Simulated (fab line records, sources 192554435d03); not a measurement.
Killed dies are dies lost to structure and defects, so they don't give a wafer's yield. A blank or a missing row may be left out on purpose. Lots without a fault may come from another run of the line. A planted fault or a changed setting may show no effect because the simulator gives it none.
Chamber matching | flow n5_finfet | N5_DUMMY_GATE_DESCUM_20 on rie_diel-02: 4 sister chambers
The step chemistry O2, time 6.2 s. 14 wafers are shown with their chamber, then 7 later ones without.

WAFERS WITH THEIR CHAMBER
wafer  | chamber | drypump_motor_current_A (A) | throttle_valve_pct (%) | oes_product_au (a.u.)
L080.1 | 0       | 5.9                         | 20.6                   | 0.79
L080.2 | 1       | 5.9                         | 20.1                   | 0.90
L080.6 | 1       | 5.9                         | 20.2                   | 0.90
L082.2 | 3       | 5.0                         | 20.8                   | 0.80
L082.4 | 1       | 5.9                         | 20.2                   | 0.88
L082.6 | 1       | 5.9                         | 20.1                   | 0.88
L087.2 | 1       | 5.9                         | 20.2                   | 0.87
L087.4 | 0       | 6.0                         | 20.7                   | 0.77
L087.6 | 2       | 5.8                         | 20.0                   | 0.68
L088.2 | 3       | 5.0                         | 20.8                   | 0.78
L088.3 | 0       | 5.9                         | 20.6                   | 0.77
L088.5 | 3       | 5.0                         | 20.8                   | 0.78
L089.2 | 1       | 5.9                         | 20.2                   | 0.87
L089.4 | 2       | 5.8                         | 20.0                   | 0.68

SIGNATURES (means of the wafers above)
reading                 | chamber 0 | chamber 1 | chamber 2 | chamber 3 | scatter within a chamber
drypump_motor_current_A | 5.933     | 5.900     | 5.800     | 5.000     | 0.0258
throttle_valve_pct      | 20.633    | 20.167    | 20.000    | 20.800    | 0.0447
oes_product_au          | 0.7767    | 0.8833    | 0.6800    | 0.7867    | 0.0121
Rule: a wafer's distance from a chamber is the root of the sum, over the readings, of the square of ((its reading less the chamber's mean) divided by the reading's scatter). The wafer belongs to the nearest chamber; if the next one is less than 2 further off, it can't be placed. The scatter: the root of (the sum of the squares of (reading less its chamber's mean) over the shown wafers, divided by (wafers less chambers)).

WAFERS WITHOUT THEIR CHAMBER
wafer  | drypump_motor_current_A (A) | throttle_valve_pct (%) | oes_product_au (a.u.)
L089.6 | 5.9                         | 20.6                   | 0.77
L091.2 | 5.8                         | 20.0                   | 0.67
L091.4 | 5.1                         | 20.8                   | 0.78
L091.6 | 5.8                         | 20.0                   | 0.68
L097.1 | 5.1                         | 20.8                   | 0.77
L097.4 | 6.0                         | 20.7                   | 0.76
L097.5 | 5.1                         | 20.8                   | 0.77

WHICH CHAMBER EACH WENT THROUGH
wafer  | from the rows above | in truth
L089.6 | 0                   | 0
L091.2 | 2                   | 2
L091.4 | 3                   | 3
L091.6 | 2                   | 2
L097.1 | 3                   | 3
L097.4 | 0                   | 0
L097.5 | 3                   | 3
Placed correctly: 7 of 7. Can't be placed from these rows: 0. Placed wrongly: 0.
